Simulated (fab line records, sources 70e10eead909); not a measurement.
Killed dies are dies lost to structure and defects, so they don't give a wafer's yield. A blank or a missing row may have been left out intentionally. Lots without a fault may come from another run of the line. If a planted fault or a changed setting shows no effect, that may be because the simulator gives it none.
Code-filled problem report in 8D (eight disciplines) form	flow nand harc	the parts of the form that need people (team, actions taken, sign-off) are left out

1. WHAT IS WRONG
Wafers without a fault read 53, standard deviation 21; killed at array at NHARC_END_SORT_01 reads a mean of 671 on 6 wafers belonging to 2 lots. That puts it +29 standard deviations away from the usual mean.
The first sign was on wafer L101.1 at day 29 19:32, on prober-01. Wafers with a number at this step in the record: 8, from 3 lots. Rule for "out", or "out of limits": more than 4 standard deviations from the usual mean. All remaining wafers that have a number are taken as sound.

2. WHAT IT IS, AND WHAT IT ISN'T
question	is	is not
which readings at this step	killed at array, killed dies	killed at other, killed short
which lots	L101, L102	L103
which wafers of those lots	all that have a number	-
read on which gauges	prober-01, prober-02	-
when	from day 29 19:32	up to then (0 sound wafers); but 2 sound wafers of L103 came after

3. THE SUSPECTS, EACH WITH WHAT RULES IT OUT
Counting: a tool at any process step up to the reading remains a suspect when it ran all the lots that are out and ran no sound lot after the first of those.
- the gauge at NHARC_END_SORT_01 has been ruled out. The wafers that are out were read on 2 gauges (prober-01, prober-02).
- rie diel-04 at NHARC_A_STAIRCASE_ETCH_170 (etches the open film in C4F6/O2, target depth 200 nm, time 66.667 s): kept. It ran every lot that is out, first L102 (day 20 23:54), and no sound lot after that.
After counting, what remains is rie diel-04 at NHARC_A_STAIRCASE_ETCH_170.

4. THE CAUSE (what the simulator had put in)
Entire step skipped (rie diel-04, NHARC_A_STAIRCASE_ETCH_170), from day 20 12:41 onward. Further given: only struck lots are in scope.
This tool alone remained once counting was done.

5. THE CHAIN OF EFFECTS, in route order
Each row: a reading whose mean over the struck wafers that have a number lies more than 3 standard deviations from the usual. Scope: only readings with a usual standard deviation given in the record; hours: median across lots of the time from each lot's start at the first step in this table that gives one to its start at this step; sigmas: change in usual standard deviations.
hours	step	reading	usual	on struck wafers	change	sigmas
0	NHARC_END_SORT_01	killed at array	53	671	+618	+29
0	NHARC_END_SORT_01	killed dies	58	677	+619	+29
Readings that are blank on the struck wafers while sound wafers have them: bias w at NHARC_A_STAIRCASE_ETCH_170; c4f6 flow sccm at NHARC_A_STAIRCASE_ETCH_170; drypump motor current A at NHARC_A_STAIRCASE_ETCH_170; oes product au at NHARC_A_STAIRCASE_ETCH_170; rf vpp V at NHARC_A_STAIRCASE_ETCH_170; showerhead plenum p Torr at NHARC_A_STAIRCASE_ETCH_170; throttle valve pct at NHARC_A_STAIRCASE_ETCH_170.

6. HOW IT WOULD HAVE BEEN CAUGHT EARLIER
In this record the first reading out of limits at a measuring or inspecting step was taken at day 29 19:32, 223 hours after the fault began at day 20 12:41.
At NHARC_A_STAIRCASE_ETCH_170 the tool's readings are blank on the struck wafers, where sound wafers have them: an empty tool record is the first sign, and it was there at once.
By day 29 19:32, every lot that is out (2) had started NHARC_A_STAIRCASE_ETCH_170 on rie diel-04. None of them would have been spared by holding the tool at that moment.
